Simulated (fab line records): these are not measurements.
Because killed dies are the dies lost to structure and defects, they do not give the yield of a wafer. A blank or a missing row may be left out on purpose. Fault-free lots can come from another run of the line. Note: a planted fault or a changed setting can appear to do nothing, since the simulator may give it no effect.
Struck lot and sound lot, side by side :: flow nand harc :: 15 out of 1302 route steps
Sound: wafers L445.4, L445.5, L445.6. Wafers L443.1, L443.3, L443.6 were the ones struck. The cause comes at the end.
Per side, at each step with rows, come the tool, then ch with its chambers, and then its first start. Under that, the readings that differ: sound wafers :: struck wafers :: difference of the means :: sigmas: that difference in standard deviations of wafers without a fault.
alike: a reading whose means differ by less than 2 such deviations, as well as words and numbers matching on both sides. not compared: withheld readings; readings where some wafer has no value; bounds like >300 that might hide an equal value; numbers whose values overlap and for which the record gives no deviation.
Wherever a step has rows on one side only, a row that says differs or no value, or a row with sigmas, the two part there. Numbers that have no deviation but don't overlap get no sigmas and don't part them. A reading missing from all wafers of one side parts the sides only when that side holds two or more wafers.

first, 7 steps without rows for these wafers: NHARC_A_M1_COAT_34 (time 65 s); NHARC_A_M1_COAT_03 (resist thk 90 nm); NHARC_A_M1_SOFTBAKE_04 (time 55 s); NHARC_A_M1_EBR_05; NHARC_A_M1_EXPOSE_06 (exposes mask A M1, target cd 120 nm); NHARC_A_M1_PEB_07 (peb time 65 s); NHARC_A_M1_DEVELOP_08 (develop time 35 s).
NHARC_A_M1_CD_MEAS_09 targets a cd of 120 nm.
  sound on cd sem-02 ch 0, day 29 13:20; struck on cd sem-02 ch 0, day 26 18:29
  alike: cd nm
NHARC_A_M1_OVL_MEAS_10: pitch 240 nm.
  sound: overlay-01 at day 29 13:25; struck: overlay-01 at day 26 18:34
reading: overlay y nm (nm)
sound: -0.5 -0.3 -0.9
struck: 2.1 1.8 1.9
difference: +2.5
sigmas: +3
  alike: overlay x nm
NHARC_A_M1_INSPECT_11:
  sound: defect inspect-02 at day 29 13:28; struck: defect inspect-02 at day 26 18:36
reading: raw defect count
sound: 23 31 42
struck: 109 104 111
difference: +76
sigmas: +2
NHARC_A_M1_DESCUM_14: chemistry O2, time 3 s.
  sound on rie diel-03 ch 0,1, day 29 13:31; struck on rie diel-08 ch 1,3, day 26 18:40
  alike: drypump motor current A, mfc ar sccm, oes product au, rf vpp V, showerhead plenum p Torr, throttle valve pct
  not compared: rf hours counter h
NHARC_A_M1_ETCH_35: etches the open film in N2/H2, target depth 40 nm, overetch 12 nm, time 43.94 s.
  sound on rie diel-03 ch 1,2, day 29 13:37; struck on rie diel-08 ch 0,1, day 26 18:46
  alike: bias w, chamber pressure mTorr, drypump motor current A, mfc ar sccm, oes product au, rf vpp V, showerhead plenum p Torr, throttle valve pct
  not compared: rf hours counter h
NHARC_A_M1_ETCH_15: etches the open film in C4F8/Ar, target depth 182.5 nm, time 91.2 s.
  sound on rie diel-03 ch 0,1, day 29 13:41; struck on rie diel-08 ch 0,3, day 26 18:53
  no value came back on the struck wafers for bias w (W), chamber pressure mTorr (mTorr), oes product au (a.u.), rf vpp V (V); on the sound wafers bias w (W) reads 301.8 300.9 300.5
  not compared: rf hours counter h
NHARC_A_M1_CD_MEAS_16:
  sound: cd sem-03 at day 29 13:50; struck: cd sem-02 at day 26 19:01
  alike: cd nm
NHARC_END_SORT_01:
  sound on prober-01 ch 0, day 31 05:53; struck on prober-02 ch 0, day 28 11:41
reading: hold
sound: - - -
struck: await dispo/1.7h/scrap await dispo/1.7h/scrap await dispo/1.7h/scrap
difference: no value on the sound wafers
sigmas: 

reading: defect limited yield (%)
sound: 95.3 93.6 92.5
struck: 0 0 0
difference: -94
sigmas: -43

reading: killed at array
sound: 31 35 50
struck: 674 672 672
difference: +634
sigmas: +42

reading: killed dies
sound: 32 43 51
struck: 677 677 677
difference: +635
sigmas: +42
  alike: killed at other, killed at periphery, killed open, killed short

WHERE THEY PART
Earliest at NHARC_A_M1_OVL_MEAS_10; latest, in this record, at NHARC_END_SORT_01.

WHY: what had been put in by the simulator
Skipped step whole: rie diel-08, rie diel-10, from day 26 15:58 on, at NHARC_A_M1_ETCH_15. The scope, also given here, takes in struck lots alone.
